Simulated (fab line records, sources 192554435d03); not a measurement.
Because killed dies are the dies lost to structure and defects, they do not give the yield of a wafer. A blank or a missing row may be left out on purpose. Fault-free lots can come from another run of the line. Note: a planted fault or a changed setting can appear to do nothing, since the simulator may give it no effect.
A struck lot beside a sound one -- flow n5_finfet -- 41 out of 1938 route steps
Sound: wafers L510.3, L510.5, L510.6. Struck: wafer L508.4. (L508.1, L508.6 of the same lot were not struck and are left out.) The cause comes at the end.
Per side, at each step with rows, come the tool, then ch with its chambers, and then its first start. Under that, the readings that differ: sound wafers -- struck wafers -- difference of the means -- sigmas: that difference in standard deviations of wafers without a fault.
alike: readings with means less than 2 such deviations apart, plus words and numbers identical on both sides. not compared: withheld readings, readings lacking a value on some wafer, bounds such as >300 that could conceal the same value, and numbers that have no deviation in the record and whose values overlap.
The two part at a step that has a row with sigmas, a row that says differs or no value, or rows on one side only. Non-overlapping numbers with no deviation appear without sigmas and do not part them. A reading that every wafer of one side lacks parts them only if that side has two wafers or more.

first, 2 steps without rows for these wafers: N5_BEOL_M2_SURFACE_TREAT_85; N5_BEOL_M2_CVD_47 (deposits Co from CCTBA/H2, target thk 3 nm, time 223.8 s).
N5_BEOL_M2_SPUTTER_48: material Cu, target thk 4.5 nm, time 8.29 s.
  sound on pvd_sputter-02, day 8 19:56; struck on pvd_sputter-03, day 8 18:16
  alike: throttle_valve_pct
then, 5 steps without rows for these wafers: N5_BEOL_M2_ANNEAL_49 (time 240 s); N5_BEOL_M2_SPUTTER_79 (material Cu, target thk 4.5 nm, time 8.29 s); N5_BEOL_M2_ANNEAL_80 (time 240 s); N5_BEOL_M2_SPUTTER_81 (material Cu, target thk 4.5 nm, time 8.29 s); N5_BEOL_M2_ANNEAL_82 (time 240 s).
N5_BEOL_M2_SPUTTER_86: material Cu, target thk 4.5 nm, time 8.29 s.
  sound on pvd_sputter-02, day 8 20:36; struck on pvd_sputter-03, day 8 18:56
  alike: throttle_valve_pct
then, 3 steps without rows for these wafers: N5_BEOL_M2_ANNEAL_87 (time 240 s); N5_BEOL_M2_SPUTTER_88 (material Cu, target thk 4.5 nm, time 8.29 s); N5_BEOL_M2_ANNEAL_89 (time 240 s).
N5_BEOL_M2_SPUTTER_90: material Cu, target thk 4.5 nm, time 8.29 s.
  sound on pvd_sputter-02, day 8 21:02; struck on pvd_sputter-03, day 8 19:22
  alike: throttle_valve_pct
N5_BEOL_M2_ANNEAL_91: time 240 s.
  sound on pvd_sputter-02, day 8 21:07; struck on pvd_sputter-03, day 8 19:27
reading,sound,struck,difference,sigmas
heater_power_w (W),807 851 780,905,+92,+2
  alike: susceptor_temp_C_max
N5_BEOL_M2_SPUTTER_92: material Cu, target thk 4.5 nm, time 8.29 s.
  sound on pvd_sputter-02, day 8 21:16; struck on pvd_sputter-03, day 8 19:35
  alike: throttle_valve_pct
then, 1 step without rows for these wafers: N5_BEOL_M2_ANNEAL_93 (time 240 s).
N5_BEOL_M2_SPUTTER_94: material Cu, target thk 4.5 nm, time 8.29 s.
  sound on pvd_sputter-02, day 8 21:29; struck on pvd_sputter-03, day 8 19:49
  alike: throttle_valve_pct
then, 9 steps without rows for these wafers: N5_BEOL_M2_ANNEAL_95 (time 240 s); N5_BEOL_M2_SPUTTER_96 (material Cu, target thk 4.5 nm, time 8.29 s); N5_BEOL_M2_ECD_50 (material Cu, target thk 300 nm); N5_BEOL_M2_ANNEAL_51 (time 90 s); N5_BEOL_M2_CMP_52 (polishes, stops on SiOC, t overpolish 6.8 s, target thk 40 nm); N5_BEOL_M2_PRE_CLEAN_60 (time 15 s); N5_BEOL_M2_CO_CAP_55 (material Co, precursor CCTBA/H2, target thk 2 nm, time 102.1 s); N5_BEOL_M2_PRE_CLEAN_56 (time 15 s); N5_BEOL_M2_DEP_57 (deposits SiCN from 3MS/NH3, target thk 8 nm, time 14 s).
N5_BEOL_M2_RS_MEAS_58: measures by four-point-probe.
  sound on film_metro-02, day 8 22:45; struck on film_metro-01, day 8 21:05
reading,sound,struck,difference,sigmas
M2_RS (ohm/sq),0.60 0.65 0.62,0.70,+0.08,+2
then, 1 step without rows for these wafers: N5_BEOL_M3_ILD_DEP_00 (deposits SiOC from DEMS/O2, target thk 79 nm, time 15.3 s).
N5_BEOL_M3_THK_MEAS_01:
  sound on film_metro-02, day 8 22:53; struck on film_metro-01, day 8 21:13
  alike: M3_ILD_THK
then, 11 steps without rows for these wafers: N5_BEOL_M3_PECVD_72 (deposits SiO2 from TEOS/O2, target thk 16 nm, time 18 s); N5_BEOL_M3_HM_DEP_02 (deposits TiN, target thk 20 nm); N5_BEOL_M3_COAT_61 (time 60 s, resist thk 60 nm); N5_BEOL_M3_COAT_62 (time 60 s, resist thk 12 nm); N5_BEOL_M3_COAT_73 (time 60 s, resist thk 5 nm); N5_BEOL_M3_COAT_05 (resist thk 30 nm); N5_BEOL_M3_EBR_07; N5_BEOL_M3_SOFTBAKE_06 (time 60 s); N5_BEOL_M3_EXPOSE_08 (exposes mask M3); N5_BEOL_M3_PEB_09 (peb time 60 s); N5_BEOL_M3_DEVELOP_10 (develop time 30 s).
-- here the record skips 4 days between the struck wafers' starts before and after, leaving off in module BEOL_M3 and picking up in module PASSIVATION (first step shown: number 1936 of the route) --
N5_PASSIVATION_PROBE_49:
  sound on prober-01, day 13 07:16; struck on prober-02, day 13 02:38
reading,sound,struck,difference,sigmas
defect_limited_yield (%),90.1 91.4 91.5,85.1,-5.9,-4
killed_at_M0_to_M3,36 29 24,119,+89,+9
killed_dies,117 102 100,176,+70,+4
killed_on_rim,14 17 14,27,+12,+3
sort_bin_5_function (%),6.3 5.3 5.3,9.2,+3.6,+4
sort_n_pass,1063 1078 1080,1004,-70,-4
sort_yield_pct (%),90.1 91.4 91.5,85.1,-5.9,-4
  alike: killed_at_M4_up, killed_at_contacts, killed_at_front_end, killed_at_other, killed_open, killed_short, sort_bin_6_memory, sort_bin_8_speed

== WHERE THEY PART ==
Earliest at N5_BEOL_M2_ANNEAL_91; latest, in this record, at N5_PASSIVATION_PROBE_49.

WHY: the cause the simulator had injected
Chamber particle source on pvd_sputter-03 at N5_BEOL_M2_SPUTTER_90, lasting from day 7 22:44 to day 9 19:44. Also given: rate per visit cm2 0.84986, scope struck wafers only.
